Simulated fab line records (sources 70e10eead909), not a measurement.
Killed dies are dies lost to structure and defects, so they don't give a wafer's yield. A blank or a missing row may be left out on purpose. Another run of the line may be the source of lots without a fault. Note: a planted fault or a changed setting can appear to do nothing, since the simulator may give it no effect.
A struck lot beside a sound one | flow nand harc | 17 steps out of a route of 1302
Sound: these wafers, L893.1, L893.4, L893.5. Wafers L904.2, L904.5, L904.6 were the ones struck. At the end, the cause is stated.
At each step with rows: each side's tool, then ch and its chambers, then its first start. Under that, the readings that differ: sound wafers | struck wafers | difference of the means | sigmas: that difference in standard deviations of wafers without a fault.
alike: readings with means less than 2 such deviations apart, plus words and numbers identical on both sides. not compared: withheld readings, readings lacking a value on some wafer, bounds such as >300 that could conceal the same value, and numbers that have no deviation in the record and whose values overlap.
Wherever a step has rows on one side only, a row that says differs or no value, or a row with sigmas, the two part there. Numbers that have no deviation but don't overlap get no sigmas and don't part them. Lack of a reading on every wafer of one side parts them only where that side has two or more wafers.

NHARC_P_ZERO_WELL_CD_MEAS_37 targets a cd of 720 nm.
  sound on cd sem-02 ch 0, day 2 10:08; struck on cd sem-02 ch 0, day 7 00:06
  alike: cd nm
then, 1 step without rows for these wafers: NHARC_P_ZERO_WELL_HARDBAKE_38 (time 80 s).
NHARC_P_ZERO_WELL_DESCUM_39: chemistry O2, time 3 s.
  sound on rie diel-02 ch 0,2,3, day 2 10:19; struck on rie diel-05 ch 0,2,3, day 7 00:18
  reading               | sound             | struck            | difference | sigmas
  oes product au (a.u.) | 0.979 0.994 0.991 | 1.016 1.010 0.998 | +0.020     | +2
  alike: drypump motor current A, rf vpp V, showerhead plenum p Torr, throttle valve pct
  not compared: rf hours counter h
then, 9 steps without rows for these wafers: NHARC_P_ZERO_WELL_IMPLANT_40; NHARC_P_ZERO_WELL_IMPLANT_59; NHARC_P_ZERO_WELL_IMPLANT_60; NHARC_P_ZERO_WELL_STRIP_41 (strips in SPM, time 840 s); NHARC_P_ZERO_WELL_DEHYDRATE_44 (time 120 s); NHARC_P_ZERO_WELL_HMDS_45 (time 30 s); NHARC_P_ZERO_WELL_COAT_46; NHARC_P_ZERO_WELL_SOFTBAKE_47 (time 95 s); NHARC_P_ZERO_WELL_EBR_48.
NHARC_P_ZERO_WELL_EXPOSE_49: exposes mask P HVPW, target cd 2000 nm.
  sound on krf scanner-03 ch 0, day 2 11:37; struck on krf scanner-02 ch 0, day 7 01:35
  reading | sound                      | struck                        | difference | sigmas
  mask    | P_HVPW#0 P_HVPW#0 P_HVPW#0 | P_NWELL#0 P_NWELL#0 P_NWELL#0 | differs    |
then, 2 steps without rows for these wafers: NHARC_P_ZERO_WELL_PEB_50 (peb time 85 s); NHARC_P_ZERO_WELL_DEVELOP_51 (time 70 s).
NHARC_P_ZERO_WELL_CD_MEAS_52 targets a cd of 2000 nm.
  sound on cd sem-01 ch 0, day 2 11:46; struck on cd sem-03 ch 0, day 7 01:45
  reading    | sound                | struck | difference                    | sigmas
  cd nm (nm) | 1999.5 1999.6 2001.4 | - - -  | no value on the struck wafers |
then, 1 step without rows for these wafers: NHARC_P_ZERO_WELL_HARDBAKE_53 (time 80 s).

## WHERE THEY PART
At NHARC_P_ZERO_WELL_DESCUM_39 first; at NHARC_P_ZERO_WELL_CD_MEAS_52 last (within this record only).

WHY: whatever the simulator had introduced
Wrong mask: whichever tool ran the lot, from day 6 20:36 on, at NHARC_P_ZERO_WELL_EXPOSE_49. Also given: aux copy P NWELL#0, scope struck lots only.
